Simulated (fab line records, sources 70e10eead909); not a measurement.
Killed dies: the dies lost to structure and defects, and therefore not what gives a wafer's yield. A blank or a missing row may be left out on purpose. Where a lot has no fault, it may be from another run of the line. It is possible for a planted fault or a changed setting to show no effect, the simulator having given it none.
What tool caused it? | flow nand-harc | 39 wafers from 13 lots sampled at 6 of the route's 1159 steps

== WHAT EACH GAUGE READ, for each wafer ==
NHARC_P_BONDPAD_CD_MEAS_13.
lot  | measured     | on        | cd-nm (nm)
L712 | day 6 19:00  | cd-sem-03 | 494.8 497.1 498.4
L715 | day 6 22:19  | cd-sem-03 | 496.4 496.7 497.0
L714 | day 7 00:13  | cd-sem-01 | 498.1 497.5 501.9
L716 | day 7 09:58  | cd-sem-01 | 498.2 498.6 496.6
L718 | day 8 02:25  | cd-sem-01 | 498.7 496.9 498.0
L720 | day 8 08:36  | cd-sem-03 | 496.6 498.4 498.6
L726 | day 9 13:17  | cd-sem-01 | 499.5 500.5 494.9
L723 | day 9 14:02  | cd-sem-01 | 497.5 499.0 497.7
L729 | day 10 17:43 | cd-sem-02 | 497.9 497.4 496.3
L731 | day 10 23:04 | cd-sem-03 | 497.5 498.5 497.4
L733 | day 11 10:17 | cd-sem-02 | 502.9 496.8 499.0
L734 | day 11 18:05 | cd-sem-02 | 498.3 498.3 500.7
L735 | day 12 03:05 | cd-sem-01 | 493.8 498.5 500.0

NHARC_A_ZERO_WELL_CD_MEAS_10: the cd target is 2000 nm.
lot  | measured     | on        | cd-nm (nm)
L712 | day 6 22:31  | cd-sem-01 | 2000.0 2001.7 2000.3
L715 | day 7 01:53  | cd-sem-01 | 1999.5 2000.8 1994.6
L714 | day 7 03:51  | cd-sem-02 | 1999.2 1999.6 1996.3
L716 | day 7 13:39  | cd-sem-01 | 1998.9 1998.3 1998.3
L718 | day 8 06:00  | cd-sem-01 | 1998.0 1998.9 1999.6
L720 | day 8 12:11  | cd-sem-01 | 1998.5 1997.8 1997.2
L726 | day 9 16:45  | cd-sem-03 | 2014.8 2015.0 2014.2
L723 | day 9 17:40  | cd-sem-03 | 1996.7 2000.5 2000.7
L729 | day 10 21:22 | cd-sem-02 | 2015.7 2015.9 2014.5
L731 | day 11 02:34 | cd-sem-02 | 2001.5 2001.1 1999.4
L733 | day 11 13:56 | cd-sem-01 | 2001.0 2004.1 2002.4
L734 | day 11 21:30 | cd-sem-02 | 1998.8 1998.4 1997.3
L735 | day 12 06:38 | cd-sem-03 | 1997.1 1999.8 1998.6

NHARC_END_SORT_01.
lot  | measured     | on        | killed-at-array | killed-at-other | killed-at-periphery | killed-dies | killed-open | killed-short
L726 | day 22 13:37 | prober-02 | 28 29 26        | 1 0 0           | 1 5 5               | 30 34 31    | 2 3 5       | 1 2 2

== WHAT TOOL EACH LOT RAN ON (gives the tool, then ch and the chambers of the sampled wafers, and finally the start) ==
lot  | NHARC_P_BONDPAD_DEGAS_25     | NHARC_P_BONDPAD_PVD_17                  | NHARC_A_ZERO_WELL_EXPOSE_07
L712 | pvd-sputter-03, day 6 19:40  | pvd-sputter-03, day 6 22:22 or earlier  | krf-scanner-02 ch 0, day 6 22:22
L715 | pvd-sputter-01, day 6 22:56  | pvd-sputter-01, day 7 01:44 or earlier  | krf-scanner-01 ch 0, day 7 01:44
L714 | pvd-sputter-02, day 7 00:53  | pvd-sputter-02, day 7 03:42 or earlier  | krf-scanner-02 ch 0, day 7 03:42
L716 | pvd-sputter-02, day 7 10:41  | pvd-sputter-02, day 7 13:30 or earlier  | krf-scanner-01 ch 0, day 7 13:30
L718 | pvd-sputter-02, day 8 03:03  | pvd-sputter-02, day 8 05:50 or earlier  | krf-scanner-02 ch 0, day 8 05:50
L720 | pvd-sputter-03, day 8 09:14  | pvd-sputter-03, day 8 12:01 or earlier  | krf-scanner-04 ch 0, day 8 12:01
L726 | pvd-sputter-03, day 9 13:57  | pvd-sputter-03, day 9 16:35 or earlier  | krf-scanner-01 ch 0, day 9 16:35
L723 | pvd-sputter-01, day 9 14:40  | pvd-sputter-01, day 9 17:31 or earlier  | krf-scanner-02 ch 0, day 9 17:31
L729 | pvd-sputter-02, day 10 18:21 | pvd-sputter-02, day 10 21:13 or earlier | krf-scanner-01 ch 0, day 10 21:13
L731 | pvd-sputter-03, day 10 23:43 | pvd-sputter-03, day 11 02:25 or earlier | krf-scanner-04 ch 0, day 11 02:25
L733 | pvd-sputter-01, day 11 10:56 | pvd-sputter-01, day 11 13:47 or earlier | krf-scanner-02 ch 0, day 11 13:47
L734 | pvd-sputter-02, day 11 18:43 | pvd-sputter-02, day 11 21:21 or earlier | krf-scanner-02 ch 0, day 11 21:21
L735 | pvd-sputter-01, day 12 03:43 | pvd-sputter-01, day 12 06:29 or earlier | krf-scanner-04 ch 0, day 12 06:29
- NHARC_P_BONDPAD_DEGAS_25: time 60 s.
- NHARC_P_BONDPAD_PVD_17: deposits TaN, target thk 5 nm, time 8.06 s.
- NHARC_A_ZERO_WELL_EXPOSE_07: exposes mask A ZERO.

== AS READ BY THE TOOLS THEMSELVES (means over the sampled wafers that have a number; for cases with no such wafer, the mark the record gives instead) ==
NHARC_P_BONDPAD_DEGAS_25.
lot  | tool           | heater-power-w (W)
L712 | pvd-sputter-03 | 510
L715 | pvd-sputter-01 | 482
L714 | pvd-sputter-02 | 499
L716 | pvd-sputter-02 | 553
L718 | pvd-sputter-02 | 537
L720 | pvd-sputter-03 | 504
L726 | pvd-sputter-03 | 501
L723 | pvd-sputter-01 | 480
L729 | pvd-sputter-02 | 492
L731 | pvd-sputter-03 | 509
L733 | pvd-sputter-01 | 474
L734 | pvd-sputter-02 | 490
L735 | pvd-sputter-01 | 459

NHARC_P_BONDPAD_PVD_17.
lot  | tool           | bias-v (V) | throttle-valve-pct (%)
L712 | pvd-sputter-03 | 169.4      | 29.6
L715 | pvd-sputter-01 | 170.3      | 30.5
L714 | pvd-sputter-02 | 167.0      | 30.2
L716 | pvd-sputter-02 | 169.5      | 29.8
L718 | pvd-sputter-02 | 167.6      | 31.1
L720 | pvd-sputter-03 | 168.6      | 29.8
L726 | pvd-sputter-03 | 168.3      | 29.4
L723 | pvd-sputter-01 | 167.7      | 29.8
L729 | pvd-sputter-02 | 169.1      | 29.5
L731 | pvd-sputter-03 | 169.2      | 29.3
L733 | pvd-sputter-01 | 170.2      | 30.0
L734 | pvd-sputter-02 | 167.6      | 29.6
L735 | pvd-sputter-01 | 168.8      | 29.8

NHARC_A_ZERO_WELL_EXPOSE_07.
lot  | tool           | exposure-dose-mJ-cm2
L712 | krf-scanner-02 | 33.87
L715 | krf-scanner-01 | 33.88
L714 | krf-scanner-02 | 33.82
L716 | krf-scanner-01 | 33.83
L718 | krf-scanner-02 | 33.86
L720 | krf-scanner-04 | 33.88
L726 | krf-scanner-01 | 50.63
L723 | krf-scanner-02 | 33.82
L729 | krf-scanner-01 | 50.67
L731 | krf-scanner-04 | 33.78
L733 | krf-scanner-02 | 33.84
L734 | krf-scanner-02 | 33.82
L735 | krf-scanner-04 | 33.86

== THE ANSWER, worked out from the rows above alone ==
Rule: the usual values come from the lots themselves. The widest of any qualifying gaps counts: lots, ordered by their means at a reading, are off when they make up no more than a third of the lots, leave a main group of 4 or more, and stand apart from it by 3 or more times the standard deviation of that group's means. Not used: any main group whose means are identical at the precision the tables above print for the reading. Also off: a lot with no number at a reading for which 4 or more lots have one. The other lots that the step has rows for count as sound. After the gauges, taken in route order, come the tools' own readings; for these a lot's mean is taken, as printed above. At the first step where some lot is off, the reading lying furthest off is the one used; lots without a number count as furthest.
Off: L726, L729 (NHARC_A_ZERO_WELL_CD_MEAS_10, cd-nm). The main group: mean 1999.2 nm, standard deviation 1.4.
If a tool, at a process step before that reading, ran all the lots that are off and no sound lot after the first of them, it fits. Not tried: the gauges at NHARC_A_ZERO_WELL_CD_MEAS_10; whatever is off there is also off at NHARC_A_ZERO_WELL_EXPOSE_07, on other tools, and gauge error can't account for it. Because NHARC_P_BONDPAD_PVD_17 lacks a start for some lots, the hours and order of its lots are taken from NHARC_A_ZERO_WELL_EXPOSE_07. One fits: NHARC_A_ZERO_WELL_EXPOSE_07 on krf-scanner-01. A fault onset in the window from L716 (day 7 13:30, its last sound lot) to L726 (day 9 16:35, its first lot off) fits.
On the lots that are off, the tool's own readings at NHARC_A_ZERO_WELL_EXPOSE_07 differ by more than 5 times the standard deviation of the sound lots' means, which bears it out; exposure-dose-mJ-cm2 reads 50.65 there versus 33.84 on the sound lots.

== WHAT THE SIMULATOR PUT IN ==
Process parameters drifting: krf-scanner-01 at NHARC_A_ZERO_WELL_EXPOSE_07, beginning at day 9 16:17. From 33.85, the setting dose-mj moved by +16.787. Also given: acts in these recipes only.
Shown lots that were struck: L726, L729. Same finding as the rule above.
